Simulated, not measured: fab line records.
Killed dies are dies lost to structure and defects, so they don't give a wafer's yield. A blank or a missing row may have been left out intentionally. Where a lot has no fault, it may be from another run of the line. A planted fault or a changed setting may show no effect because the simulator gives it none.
Matching of chambers	flow nand_harc	NHARC_A_STAIRCASE_DEP_471 on pecvd-02: 3 sister chambers
The step deposits SiO2, target thk 100 nm. 22 wafers are shown with their chamber, then 11 later ones without.

EACH WAFER AND ITS CHAMBER
wafer	chamber	throttle_valve_pct (%)	heater_power_w (W)	susceptor_temp_C (C)
L074.2	1	16.1	614	399.45
L074.3	2	15.1	575	400.37
L074.6	2	15.1	588	400.06
L076.2	2	15.1	634	399.90
L076.5	0	17.3	609	399.81
L076.6	2	14.9	637	399.94
L078.3	0	17.1	572	400.06
L078.4	0	17.2	590	400.35
L078.5	1	16.4	570	399.82
L079.2	1	16.1	647	400.52
L079.3	0	17.2	538	400.64
L079.6	1	16.0	649	399.82
L091.1	2	14.9	641	400.15
L091.5	0	16.5	512	400.22
L091.6	1	15.8	588	400.09
L092.1	0	16.6	527	400.20
L092.4	0	16.5	515	400.21
L092.6	1	15.8	563	399.99
L093.2	1	15.9	629	400.08
L093.3	2	15.0	612	399.84
L093.6	0	16.6	472	399.96
L095.3	0	16.8	518	400.37

SIGNATURES (averages over the wafers above)
reading	chamber 0	chamber 1	chamber 2	scatter within a chamber
throttle_valve_pct	16.867	16.014	15.017	0.251
heater_power_w	539.22	608.57	614.50	37.3
susceptor_temp_C	400.2022	399.9671	400.0433	0.263
Rule: for a wafer and a chamber, the distance is found by dividing, reading by reading, the gap between the wafer's reading and the chamber's mean by the reading's scatter, squaring, summing and taking the root. If the next closest chamber is less than 2 further off than the closest, the wafer can't be placed; otherwise it belongs to the closest. The scatter is the square root of a quotient: the sum, over the shown wafers, of each reading's squared deviation from its chamber's mean, divided by wafers minus chambers.

WAFERS MISSING THEIR CHAMBER
wafer	throttle_valve_pct (%)	heater_power_w (W)	susceptor_temp_C (C)
L095.5	15.9	534	400.34
L095.6	14.9	640	400.28
L094.1	14.9	559	399.95
L094.3	16.8	553	399.94
L094.5	15.8	629	400.03
L096.1	16.0	597	400.20
L096.2	16.7	485	399.87
L096.3	14.9	579	399.96
L097.2	16.6	465	400.26
L097.3	15.3	584	399.84
L097.5	16.6	481	400.31

WHICH CHAMBER EACH WENT THROUGH
wafer	from the rows above	in truth
L095.5	can't be placed: 1 or 0 or 2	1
L095.6	2	2
L094.1	2	2
L094.3	0	0
L094.5	1	1
L096.1	1	1
L096.2	0	0
L096.3	2	2
L097.2	0	0
L097.3	can't be placed: 2 or 1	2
L097.5	0	0
9 of 11 placed correctly. From these rows, 2 cannot be placed; in 2 the true chamber is one of the candidates. Placed wrongly: 0.
